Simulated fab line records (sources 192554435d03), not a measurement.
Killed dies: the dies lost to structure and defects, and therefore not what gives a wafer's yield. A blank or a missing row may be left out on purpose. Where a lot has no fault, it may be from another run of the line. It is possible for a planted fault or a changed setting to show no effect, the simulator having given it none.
Matching of chambers    flow n5 finfet    rie diel-03 running N5_BEOL_M12_ETCH_67: 4 sister chambers
The step etches SiARC in CF4, target depth 143 nm, time 238.3 s. 4 wafers are shown with their chamber, then 11 later ones without.

## WAFERS WITH THEIR CHAMBER
wafer   chamber  drypump motor current A (A)
L082.6  3        5.6
L084.4  2        5.7
L085.5  1        5.4
L087.2  0        5.6

## WAFERS WHOSE CHAMBER IS MISSING
wafer   drypump motor current A (A)
L087.4  5.7
L087.6  5.4
L088.2  5.4
L088.3  5.5
L088.5  5.6
L091.2  5.6
L091.4  5.7
L091.6  5.7
L092.2  5.6
L092.5  5.7
L092.6  5.6

## WHICH CHAMBER EACH ONE RAN IN
wafer    from the rows above            in truth
L087.4   2                              2
L087.6   1                              1
L088.2   1                              1
L088.3   can't be placed: 0 or 1 or 3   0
L088.5   can't be placed: 0 or 3        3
L091.2   can't be placed: 0 or 3        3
L091.4   2                              2
L091.6   2                              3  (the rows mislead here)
L092.2   can't be placed: 0 or 3        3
L092.5   2                              2
L092.6   can't be placed: 0 or 3        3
Correctly placed: 5 of 11. These rows do not allow placing 5 (true chamber among the candidates in 5). Number placed wrongly: 1.
How it was worked out, from the rows above alone: a wafer's distance from a chamber is the root of the sum, over the readings, of the square of ((its reading less the chamber's mean) divided by the reading's scatter). The wafer belongs to the nearest chamber; if the next one is less than 2 further off, it can't be placed. Each chamber's mean is taken over the wafers shown for it. The scatter: root of mean squared gap, hidden wafer to nearest shown wafer, with one shown wafer a chamber.
